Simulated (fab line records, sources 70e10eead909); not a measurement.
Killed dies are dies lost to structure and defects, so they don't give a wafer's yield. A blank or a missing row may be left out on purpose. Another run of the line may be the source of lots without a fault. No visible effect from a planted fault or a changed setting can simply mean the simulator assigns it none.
fab line records | flow nand_harc
record: lots: 6 wafers: 18 last_day: 33
route steps=1302 shown A_ONON_D1@428 END@1302
lots untouched by any fault: they come from a run of this same line in which no faults occurred
start_h: hours from the record's first day to the start of the lot's first wafer shown | wait_h: hours since the lot's step before | " the same as in the row above | L1.1+2: several wafers, shown together as one row | - either no value or no given start | * or withheld: withheld | < > ~ a bound
route shown NAME@n: NAME is a module with steps in the file, n the number in the route of the first one | usual: average and standard deviation across the fault-free wafers | same: alike in all rows | chamber/n: place in a boat | sites: the reading at each site | _std_site: standard deviation of those values | _edge_site: mean of outer sites minus mean of inner sites | radius_mm: how far each site lies from the wafer's centre | mask NAME#n: copy n | behind: the last tool/chamber to shape the wafer | hold: why the lot was held/for how many hours/how that ended | device: which transistor (n, p or np) failed to switch | end of line: the route-end tests of the same wafers | a step with no rows: only its recipe | killed: count of dies lost to structure and defects at first sort (not the wafer's yield) | map: the dies of a wafer, with x for killed, . for not killed, _ for no die there
set.NAME: the setting the step ran with; set.NAME@STEP: the setting that earlier step ran with | model.NAME: the simulator's own value behind a step, which no gauge read
lots seen at some steps along the route; tables by step, rows by wafer
services: from which hour (start_h, from the record's first day; less than 0 if before it) a tool's chamber was out of use, for how many hours, and why
== steps ==
step: NHARC_A_ONON_D1_DEP_06
recipe: target_thk_a: 10000 n2_flow_sccm: 2750 n2o_flow_sccm: 2000 nh3_flow_sccm: 500 sih4_flow_sccm: 210 temp_c: 400
step: NHARC_A_ONON_D1_THK_MEAS_08
recipe: thk_meas_gauge: ellipsometry
usual: thk_nm: 999/10
columns lot.wafer tool chamber start_h wait_h thk_nm
L932.2 film_metro-01 - 221.01 - 1003
L932.3 " - " " 1003
L932.6 " - " " 1002
L934.2 film_metro-01 - 237.22 - 1002
L934.4 " - " " 1002
L934.5 " - " " 1002
L940.1 film_metro-01 - 306.73 - 992
L940.2 " - " " 989
L940.3 " - " " 988
L942.1 film_metro-01 - 332.82 - 980
L942.3 " - " " 980
L942.6 " - " " 979
L948.1 film_metro-01 - 385.54 - 1013
L948.4 " - " " 1014
L948.6 " - " " 1015
L949.1 film_metro-01 - 385.55 - 989
L949.4 " - " " 989
L949.6 " - " " 988
step: NHARC_A_ONON_D1_DEP_09
recipe: target_thk_a: 10000 n2_flow_sccm: 2750 n2o_flow_sccm: 2000 nh3_flow_sccm: 500 sih4_flow_sccm: 210 temp_c: 400
step: NHARC_A_ONON_D1_THK_MEAS_11
recipe: thk_meas_gauge: ellipsometry
usual: thk_nm: 999/11
columns lot.wafer tool chamber start_h wait_h thk_nm
L932.2 film_metro-01 - 221.58 - 1009
L932.3 " - " " 1008
L932.6 " - " " 1009
L934.2 film_metro-02 - 237.78 - 991
L934.4 " - " " 988
L934.5 " - " " 990
L940.1 film_metro-01 - 307.29 - 987
L940.2 " - " " 989
L940.3 " - " " 987
L942.1 film_metro-01 - 333.38 - 986
L942.3 " - " " 987
L942.6 " - " " 987
L948.1 film_metro-01 - 386.11 - 1009
L948.4 " - " " 1010
L948.6 " - " " 1009
L949.1 film_metro-01 - 386.11 - 999
L949.4 " - " " 1000
L949.6 " - " " 999
step: NHARC_A_ONON_D1_DEP_12
recipe: target_thk_a: 10000 n2_flow_sccm: 2750 n2o_flow_sccm: 2000 nh3_flow_sccm: 500 sih4_flow_sccm: 210 temp_c: 400
step: NHARC_A_ONON_D1_THK_MEAS_14
recipe: thk_meas_gauge: ellipsometry
usual: thk_nm: 998/11
columns lot.wafer tool chamber start_h wait_h thk_nm
L932.2 film_metro-01 - 222.15 - 991
L932.3 " - " " 993
L932.6 " - " " 992
L934.2 film_metro-02 - 238.36 - 992
L934.4 " - " " 994
L934.5 " - " " 992
L940.1 film_metro-01 - 307.86 - 1011
L940.2 " - " " 1011
L940.3 " - " " 1011
L942.1 film_metro-02 - 333.95 - 1001
L942.3 " - " " 998
L942.6 " - " " 1000
L948.1 film_metro-01 - 386.67 - 989
L948.4 " - " " 990
L948.6 " - " " 994
L949.1 film_metro-01 - 386.69 - 986
L949.4 " - " " 986
L949.6 " - " " 988
step: NHARC_A_ONON_D1_ANNEAL_15
recipe: temp_c: 750 time_s: 3600
step: NHARC_A_ONON_D1_DEP_16
recipe: target_thk_a: 10000 n2_flow_sccm: 2750 n2o_flow_sccm: 2000 nh3_flow_sccm: 500 sih4_flow_sccm: 210 temp_c: 400
step: NHARC_A_ONON_D1_THK_MEAS_18
recipe: thk_meas_gauge: ellipsometry
usual: thk_nm: 1000/9.3
columns lot.wafer tool chamber start_h wait_h thk_nm
L932.2 film_metro-02 - 230.63 - 1009
L932.3 " - " " 1010
L932.6 " - " " 1010
L934.2 film_metro-01 - 245.93 - 1007
L934.4 " - " " 1006
L934.5 " - " " 1007
L940.1 film_metro-02 - 315.66 - 1004
L940.2 " - " " 1005
L940.3 " - " " 1008
L942.1 film_metro-02 - 342.09 - 999
L942.3 " - " " 997
L942.6 " - " " 996
L949.1 film_metro-02 - 397.21 - 990
L949.4 " - " " 991
L949.6 " - " " 990
L948.1 film_metro-01 - 397.22 - 998
L948.4 " - " " 998
L948.6 " - " " 999
step: NHARC_A_ONON_D1_DEP_19
recipe: target_thk_a: 10000 n2_flow_sccm: 2750 n2o_flow_sccm: 2000 nh3_flow_sccm: 500 sih4_flow_sccm: 210 temp_c: 400
step: NHARC_A_ONON_D1_THK_MEAS_21
recipe: thk_meas_gauge: ellipsometry
usual: thk_nm: 999/8.3
columns lot.wafer tool chamber start_h wait_h thk_nm
L932.2 film_metro-02 - 231.23 - 1010
L932.3 " - " " 1009
L932.6 " - " " 1008
L934.2 film_metro-02 - 246.49 - 1002
L934.4 " - " " 1002
L934.5 " - " " 1001
L940.1 film_metro-01 - 316.23 - 992
L940.2 " - " " 994
L940.3 " - " " 993
L942.1 film_metro-02 - 342.66 - 1003
L942.3 " - " " 1000
L942.6 " - " " 1002
L949.1 film_metro-01 - 397.78 - 1000
L949.4 " - " " 1000
L949.6 " - " " 999
L948.1 film_metro-02 - 397.78 - 996
L948.4 " - " " 996
L948.6 " - " " 995
step: NHARC_A_ONON_D1_DEP_22
recipe: target_thk_a: 10000 n2_flow_sccm: 2750 n2o_flow_sccm: 2000 nh3_flow_sccm: 500 sih4_flow_sccm: 210 temp_c: 400
columns lot.wafer tool chamber start_h wait_h
L932.2+3+6 pecvd_onon-01 0 231.34 0.1
L934.2+4+5 pecvd_onon-03 0 246.60 0.1
L940.1+2+3 pecvd_onon-03 0 316.28 0.1
L942.1+3+6 pecvd_onon-03 0 342.72 0.1
L949.1+4+6 pecvd_onon-04 0 397.84 0.1
L948.1+4+6 pecvd_onon-03 0 397.84 0.1
step: NHARC_A_ONON_D1_THK_MEAS_24
recipe: thk_meas_gauge: ellipsometry
usual: thk_nm: 1001/11
columns lot.wafer tool chamber start_h wait_h thk_nm
L932.2 film_metro-02 - 231.79 - 1009
L932.3 " - " " 1009
L932.6 " - " " 1008
L934.2 film_metro-02 - 247.06 - 987
L934.4 " - " " 987
L934.5 " - " " 988
L940.1 film_metro-01 - 316.79 - 281
L940.2 " - " " 282
L940.3 " - " " 286
L942.1 film_metro-01 - 343.23 - 299
L942.3 " - " " 298
L942.6 " - " " 297
L948.1 film_metro-01 - 398.35 - 1020
L948.4 " - " " 1021
L948.6 " - " " 1019
L949.1 film_metro-02 - 398.35 - 1006
L949.4 " - " " 1008
L949.6 " - " " 1008
step: NHARC_A_ONON_D1_DEP_25
recipe: target_thk_a: 10000 n2_flow_sccm: 2750 n2o_flow_sccm: 2000 nh3_flow_sccm: 500 sih4_flow_sccm: 210 temp_c: 400
step: NHARC_END_SORT_01
recipe: temp_c: 25
usual: killed_at_array: 51/17 killed_at_other: 1.6/2.1 killed_at_periphery: 4/3.2 killed_dies: 57/18 killed_open: 2.9/1.7 killed_short: 2.3/1.3
same: gross_dies: 677
columns lot.wafer tool chamber start_h wait_h killed_at_array killed_at_other killed_at_periphery killed_dies killed_open killed_short
L932.2 prober-02 0 628.00 2.8 25 2 4 31 6 3
L932.3 prober-02 0 628.81 3.1 25 1 5 31 5 1
L932.6 prober-02 0 631.23 4.0 27 2 4 33 5 3
L934.2 prober-01 0 639.01 2.8 69 0 2 71 3 2
L934.4 prober-01 0 640.60 3.4 61 1 4 66 2 2
L934.5 prober-01 0 641.39 3.7 67 1 5 73 4 2
L940.1 prober-01 0 705.97 2.5 668 0 9 677 4 2
L940.2 prober-01 0 706.78 2.8 670 2 5 677 3 1
L940.3 prober-01 0 707.58 3.1 666 0 11 677 5 1
L942.1 prober-02 0 715.24 2.5 673 3 1 677 4 1
L942.3 prober-02 0 716.87 3.1 674 3 0 677 0 2
L942.6 prober-02 0 719.32 4.1 675 0 2 677 2 3
killed by level:class
L932.2 A_CHANNEL_HOLE_D2:chamber_film_flake=6 A_STAIRCASE:chamber_film_flake=6 A_WL_FILL:chamber_film_flake=3 A_M0:geometric_particle:open=2 THIN_TSV:chamber_film_flake=2 P_CONTACT:geometric_particle:open=1 P_M0:geometric_particle:open=1 P_M2:geometric_particle:short=1
L932.3 A_CHANNEL_HOLE_D2:chamber_film_flake=7 A_WL_FILL:chamber_film_flake=7 A_STAIRCASE:chamber_film_flake=5 P_CONTACT:geometric_particle:open=2 A_M0:geometric_particle:open=2 A_CHANNEL_HOLE_D1:chamber_film_flake=2 P_GATE:geometric_particle:open=1 A_ONON_D2:geometric_particle:short=1
L932.6 A_CHANNEL_HOLE_D2:chamber_film_flake=12 A_CHANNEL_HOLE_D1:chamber_film_flake=3 A_STAIRCASE:chamber_film_flake=3 P_CONTACT:geometric_particle:open=2 A_WL_FILL:geometric_particle:short=2 P_ZERO_WELL:chamber_film_flake=2 A_CONTACT:chamber_film_flake=2 THIN_TSV:chamber_film_flake=2
L934.2 A_CHANNEL_HOLE_D1:chamber_film_flake=27 A_SLIT:chamber_film_flake=20 A_CHANNEL_HOLE_D2:chamber_film_flake=6 A_STAIRCASE:chamber_film_flake=5 A_CHANNEL_FILL_D2:geometric_particle:short=2 A_DECK1_JOINT:chamber_film_flake=2 A_WL_FILL:chamber_film_flake=2 A_M0:chamber_film_flake=2
L934.4 A_CHANNEL_HOLE_D1:chamber_film_flake=24 A_SLIT:chamber_film_flake=16 A_CHANNEL_HOLE_D2:chamber_film_flake=7 A_STAIRCASE:chamber_film_flake=5 P_ZERO_WELL:chamber_film_flake=3 A_CONTACT:chamber_film_flake=3 A_M0:chamber_film_flake=2 P_STI:geometric_particle:open=1
L934.5 A_CHANNEL_HOLE_D1:chamber_film_flake=27 A_SLIT:chamber_film_flake=21 A_CHANNEL_HOLE_D2:chamber_film_flake=10 A_STAIRCASE:chamber_film_flake=4 P_STI:chamber_film_flake=3 A_WL_FILL:geometric_particle:short=2 A_M0:geometric_particle:open=2 P_GATE:geometric_particle:open=1
L940.1 A_ONON_D1:area_dep=642 A_CHANNEL_HOLE_D1:chamber_film_flake=9 P_GATE:chamber_film_flake=6 A_CONTACT:chamber_film_flake=6 A_SLIT:chamber_film_flake=4 A_ONON_D2:geometric_particle:open=2 P_M1:chamber_film_flake=2 P_CONTACT:geometric_particle:open=1
L940.2 A_ONON_D1:area_dep=650 A_CONTACT:chamber_film_flake=5 P_GATE:chamber_film_flake=3 A_CHANNEL_HOLE_D1:chamber_film_flake=3 A_STAIRCASE:chamber_film_flake=3 A_SOURCE_PLATE:geometric_particle:open=2 A_SLIT:chamber_film_flake=2 A_M1:chamber_film_flake=2
L940.3 A_ONON_D1:area_dep=646 P_GATE:chamber_film_flake=7 A_CHANNEL_HOLE_D1:chamber_film_flake=7 A_CONTACT:chamber_film_flake=5 P_M1:chamber_film_flake=2 A_SLIT:chamber_film_flake=2 P_GATE:geometric_particle:open=1 P_CONTACT:geometric_particle:open=1
L942.1 A_ONON_D1:area_dep=606 A_CHANNEL_HOLE_D1:chamber_film_flake=33 A_SLIT:chamber_film_flake=24 A_CHANNEL_FILL_D2:chamber_film_flake=3 A_CONTACT:chamber_film_flake=2 THIN_TSV:chamber_film_flake=2 P_GATE:geometric_particle:open=1 A_CHANNEL_FILL_D2:geometric_particle:open=1
L942.3 A_ONON_D1:area_dep=614 A_CHANNEL_HOLE_D1:chamber_film_flake=25 A_SLIT:chamber_film_flake=24 A_CONTACT:chamber_film_flake=5 THIN_TSV:chamber_film_flake=3 A_SOURCE_PLATE:geometric_particle:short=1 A_CHANNEL_FILL_D2:geometric_particle:short=1 A_ZERO_WELL:chamber_film_flake=1
L942.6 A_ONON_D1:area_dep=616 A_CHANNEL_HOLE_D1:chamber_film_flake=30 A_SLIT:chamber_film_flake=22 A_CONTACT:chamber_film_flake=2 P_M0:geometric_particle:short=1 P_M1:geometric_particle:short=1 A_CHANNEL_FILL_D1:geometric_particle:open=1 A_WL_FILL:geometric_particle:short=1
map L940.1 (x killed, . not)
____________x____________
_________xxxxxxx_________
_______xxxxxxxxxxx_______
______xxxxxxxxxxxxx______
_____xxxxxxxxxxxxxxx_____
____xxxxxxxxxxxxxxxxx____
____xxxxxxxxxxxxxxxxx____
___xxxxxxxxxxxxxxxxxxx___
___xxxxxxxxxxxxxxxxxxx___
__xxxxxxxxxxxxxxxxxxxxx__
__xxxxxxxxxxxxxxxxxxxxx__
_xxxxxxxxxxxxxxxxxxxxxxx_
_xxxxxxxxxxxxxxxxxxxxxxx_
_xxxxxxxxxxxxxxxxxxxxxxx_
_xxxxxxxxxxxxxxxxxxxxxxx_
_xxxxxxxxxxxxxxxxxxxxxxx_
xxxxxxxxxxxxxxxxxxxxxxxxx
xxxxxxxxxxxxxxxxxxxxxxxxx
xxxxxxxxxxxxxxxxxxxxxxxxx
xxxxxxxxxxxxxxxxxxxxxxxxx
xxxxxxxxxxxxxxxxxxxxxxxxx
_xxxxxxxxxxxxxxxxxxxxxxx_
_xxxxxxxxxxxxxxxxxxxxxxx_
_xxxxxxxxxxxxxxxxxxxxxxx_
_xxxxxxxxxxxxxxxxxxxxxxx_
_xxxxxxxxxxxxxxxxxxxxxxx_
__xxxxxxxxxxxxxxxxxxxxx__
__xxxxxxxxxxxxxxxxxxxxx__
___xxxxxxxxxxxxxxxxxxx___
___xxxxxxxxxxxxxxxxxxx___
____xxxxxxxxxxxxxxxxx____
____xxxxxxxxxxxxxxxxx____
_____xxxxxxxxxxxxxxx_____
______xxxxxxxxxxxxx______
_______xxxxxxxxxxx_______
_________xxxxxxx_________
____________x____________
map L942.1 (x killed, . not)
____________x____________
_________xxxxxxx_________
_______xxxxxxxxxxx_______
______xxxxxxxxxxxxx______
_____xxxxxxxxxxxxxxx_____
____xxxxxxxxxxxxxxxxx____
____xxxxxxxxxxxxxxxxx____
___xxxxxxxxxxxxxxxxxxx___
___xxxxxxxxxxxxxxxxxxx___
__xxxxxxxxxxxxxxxxxxxxx__
__xxxxxxxxxxxxxxxxxxxxx__
_xxxxxxxxxxxxxxxxxxxxxxx_
_xxxxxxxxxxxxxxxxxxxxxxx_
_xxxxxxxxxxxxxxxxxxxxxxx_
_xxxxxxxxxxxxxxxxxxxxxxx_
_xxxxxxxxxxxxxxxxxxxxxxx_
xxxxxxxxxxxxxxxxxxxxxxxxx
xxxxxxxxxxxxxxxxxxxxxxxxx
xxxxxxxxxxxxxxxxxxxxxxxxx
xxxxxxxxxxxxxxxxxxxxxxxxx
xxxxxxxxxxxxxxxxxxxxxxxxx
_xxxxxxxxxxxxxxxxxxxxxxx_
_xxxxxxxxxxxxxxxxxxxxxxx_
_xxxxxxxxxxxxxxxxxxxxxxx_
_xxxxxxxxxxxxxxxxxxxxxxx_
_xxxxxxxxxxxxxxxxxxxxxxx_
__xxxxxxxxxxxxxxxxxxxxx__
__xxxxxxxxxxxxxxxxxxxxx__
___xxxxxxxxxxxxxxxxxxx___
___xxxxxxxxxxxxxxxxxxx___
____xxxxxxxxxxxxxxxxx____
____xxxxxxxxxxxxxxxxx____
_____xxxxxxxxxxxxxxx_____
______xxxxxxxxxxxxx______
_______xxxxxxxxxxx_______
_________xxxxxxx_________
____________x____________
== services ==
columns tool chamber start_h hours kind
pecvd_onon-03 - 227.00 13.0 pm
pecvd_onon-01 - 271.49 13.0 pm
pecvd_onon-04 - 311.00 13.0 pm
== key ==
first_sign: step: NHARC_A_ONON_D1_THK_MEAS_24 reading: thk_nm direction: down sigmas: 64 usual: 1001 struck: 291
effect: step: NHARC_END_SORT_01 reading: killed_at_array direction: up sigmas: 36 usual: 51 struck: 671
more_kills_born_at: NHARC_A_ONON_D1_DEP_22@pecvd_onon-03: 3774
met_at NHARC_A_ONON_D1_DEP_22
struck_wafers L940.1,L940.2,L940.3,L942.1,L942.3,L942.6
later_rows_left_out L940.1,L940.2,L940.3,L942.1,L942.3,L942.6
tester_left_out L940,L942
onset_between 246.60 316.28
fault: kind: process_parameter_drift tool: pecvd_onon-03 chamber: 0 onset_h: 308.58 steps: NHARC_A_ONON_D1_DEP_22 channel: target_thk_a offset: * shape: step end_h: 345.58 acts_in: * stated: *
tester_left_out: of these lots the tester's yield and bins aren't shown, on N5 and GAA mostly nor the transistor test; their killed dies are dies lost to structure and defects alone, not to doping, threshold or leakage, so they don't give the yield
later_rows_left_out: the simulator's readings of these wafers behind a module that went badly wrong aren't trusted and aren't shown, but for the sort
